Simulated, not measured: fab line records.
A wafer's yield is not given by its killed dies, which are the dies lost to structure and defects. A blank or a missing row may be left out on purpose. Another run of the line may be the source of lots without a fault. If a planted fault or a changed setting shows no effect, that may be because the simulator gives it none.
Matching of chambers / flow nand_harc / NHARC_P_CONTACT_ALD_22 on ald_metal-01 has 4 sister chambers
The step deposits TiN, target thk 3 nm, pulse time 1 s, ald cycles 150. 4 wafers are shown with their chamber, then 12 later ones without.

## WAFERS PAIRED WITH THEIR CHAMBERS
wafer=L085.6; chamber=0; heater_power_w (W)=1085
wafer=L091.1; chamber=1; heater_power_w (W)=1009
wafer=L091.5; chamber=2; heater_power_w (W)=1050
wafer=L091.6; chamber=3; heater_power_w (W)=1137

## WAFERS WHOSE CHAMBER IS MISSING
wafer=L094.1; heater_power_w (W)=1120
wafer=L094.3; heater_power_w (W)=1106
wafer=L094.4; heater_power_w (W)=1009
wafer=L096.2; heater_power_w (W)=1007
wafer=L096.4; heater_power_w (W)=1066
wafer=L096.6; heater_power_w (W)=1135
wafer=L096.1; heater_power_w (W)=1079
wafer=L096.3; heater_power_w (W)=1152
wafer=L096.5; heater_power_w (W)=1053
wafer=L097.1; heater_power_w (W)=1106
wafer=L097.3; heater_power_w (W)=1010
wafer=L097.5; heater_power_w (W)=1106

## WHICH CHAMBER EACH ONE RAN IN
wafer=L094.1; from the rows above=can't be placed: 3 or 0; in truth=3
wafer=L094.3; from the rows above=can't be placed: 0 or 3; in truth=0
wafer=L094.4; from the rows above=1; in truth=1
wafer=L096.2; from the rows above=1; in truth=1
wafer=L096.4; from the rows above=can't be placed: 2 or 0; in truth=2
wafer=L096.6; from the rows above=3; in truth=3
wafer=L096.1; from the rows above=can't be placed: 0 or 2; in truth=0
wafer=L096.3; from the rows above=3; in truth=3
wafer=L096.5; from the rows above=2; in truth=2
wafer=L097.1; from the rows above=can't be placed: 0 or 3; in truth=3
wafer=L097.3; from the rows above=1; in truth=1
wafer=L097.5; from the rows above=can't be placed: 0 or 3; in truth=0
Correct placement for 6 of the 12. From these rows, 6 cannot be placed; in 6 the true chamber is one of the candidates. Placed wrongly: 0.
How it was worked out, from the rows above alone: a wafer's distance from a chamber is the root of the sum, over the readings, of the square of ((its reading less the chamber's mean) divided by the reading's scatter). The wafer belongs to the nearest chamber; if the next one is less than 2 further off, it can't be placed. For every chamber, the mean is computed from those of its wafers that are shown. The scatter: with one shown wafer a chamber, the root of the mean of the squares of how far each hidden wafer lies from its nearest shown one.
